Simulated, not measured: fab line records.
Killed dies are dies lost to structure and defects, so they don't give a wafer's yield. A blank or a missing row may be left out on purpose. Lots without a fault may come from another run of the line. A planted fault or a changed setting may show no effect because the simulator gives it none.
Struck lot and sound lot, side by side -- flow n5-finfet -- 34 steps out of a route of 1938
Sound: wafers L648.1, L648.3, L648.4. Wafers L652.2, L652.5, L652.6 were the ones struck. At the end, the cause is stated.
At each step with rows: each side's tool, then ch and its chambers, then its first start. Under that, the readings that differ: sound wafers -- struck wafers -- difference of the means -- sigmas: that difference in standard deviations of wafers without a fault.
alike: same words and numbers on both sides, and readings whose means sit less than 2 such deviations apart. not compared: any withheld reading, any reading some wafer has no value for, any bound like >300 that may hide the same value, and any number with overlapping values for which the record gives no deviation.
A row with sigmas, a row that says differs or no value, or rows on one side alone: a step with any of these is where the two part. When numbers do not overlap yet have no deviation, they are printed without sigmas and do not part them. Lack of a reading on every wafer of one side parts them only where that side has two or more wafers.

first, 9 steps without rows for these wafers: N5_BEOL_M11_EXPOSE_25 (exposes mask V10); N5_BEOL_M11_PEB_26 (peb time 60 s); N5_BEOL_M11_DEVELOP_27 (develop time 30 s); N5_BEOL_M11_DESCUM_33 (chemistry O2, time 7.9 s); N5_BEOL_M11_ETCH_65 (etches SiARC in CF4, target depth 39 nm, time 65 s); N5_BEOL_M11_ETCH_66 (etches SOC in N2/H2, target depth 120 nm, overetch 24 nm, time 180 s); N5_BEOL_M11_STRIP_69 (strips in N2/H2); N5_BEOL_M11_VIA_ETCH_34 (etches SiCOH lowk in C4F6/O2, target depth 184.5 nm, time 69.2 s); N5_BEOL_M11_STRIP_73 (strips in C4F6/O2).
N5_BEOL_M11_STRIP_36: strips in N2/H2.
  sound on rie-diel-04 ch 0,1,2, day 12 00:13; struck on rie-diel-01 ch 0,2,3, day 12 06:31
  alike: bias-power-w, drypump-motor-current-A, h2-flow-sccm, oes-product-au, rf-vpp-V, showerhead-plenum-p-Torr, throttle-valve-pct
  not compared: rf-hours-counter-h
then, 23 steps without rows for these wafers: N5_BEOL_M11_TRENCH_ETCH_37 (etches SiCOH lowk in C4F6/O2, target depth 148.83 nm, time 48 s); N5_BEOL_M11_ETCH_41 (etches SiCN in CH3F/O2, target depth 42.6 nm, time 86 s); N5_BEOL_M11_STRIP_77 (strips in N2/H2, time 10 s); N5_BEOL_M11_HM_STRIP_39 (strips TiN in peroxide tin strip, target depth 25 nm, time 158 s); N5_BEOL_M11_SRD_40 (time 30 s); N5_BEOL_M11_PRECLEAN_42 (cleans in residue remover, time 60 s); N5_BEOL_M11_SRD_43 (time 30 s); N5_BEOL_M11_CURE_72 (cures SiCOH lowk, time 120 s); N5_BEOL_M11_DEGAS_44 (time 60 s); N5_BEOL_M11_PRE_CLEAN_45 (time 30 s); N5_BEOL_M11_ALD_74 (deposits TaN, target thk 2 nm, pulse time 2 s, purge time 3 s); N5_BEOL_M11_SURFACE_TREAT_76; N5_BEOL_M11_CVD_75 (deposits Co from CCTBA/H2, target thk 2 nm, time 138.9 s); N5_BEOL_M11_SPUTTER_48 (material Cu, target thk 12 nm, time 2 s); N5_BEOL_M11_ECD_50 (material Cu, target thk 318 nm); N5_BEOL_M11_ANNEAL_51 (time 90 s); N5_BEOL_M11_CMP_52 (polishes, stops on SiCOH lowk, t overpolish 7 s, target thk 140 nm); N5_BEOL_M11_PRE_CLEAN_55 (time 15 s); N5_BEOL_M11_DEP_56 (deposits SiCN from 3MS/NH3, target thk 30 nm, time 10.5 s); N5_BEOL_M12_ILD_DEP_00 (deposits SiOC from DEMS/O2, target thk 658.92 nm, time 130.7 s); N5_BEOL_M12_COAT_58 (time 60 s, resist thk 89 nm); N5_BEOL_M12_COAT_04 (resist thk 400 nm); N5_BEOL_M12_EBR_06.
N5_PASSIVATION_PROBE_49:
  only the struck wafers here have rows in the record (prober-01, day 13 23:59); the sound ones have none

WHERE THEY PART
Only at N5_PASSIVATION_PROBE_49, as far as this record shows.

WHY: the cause the simulator had injected
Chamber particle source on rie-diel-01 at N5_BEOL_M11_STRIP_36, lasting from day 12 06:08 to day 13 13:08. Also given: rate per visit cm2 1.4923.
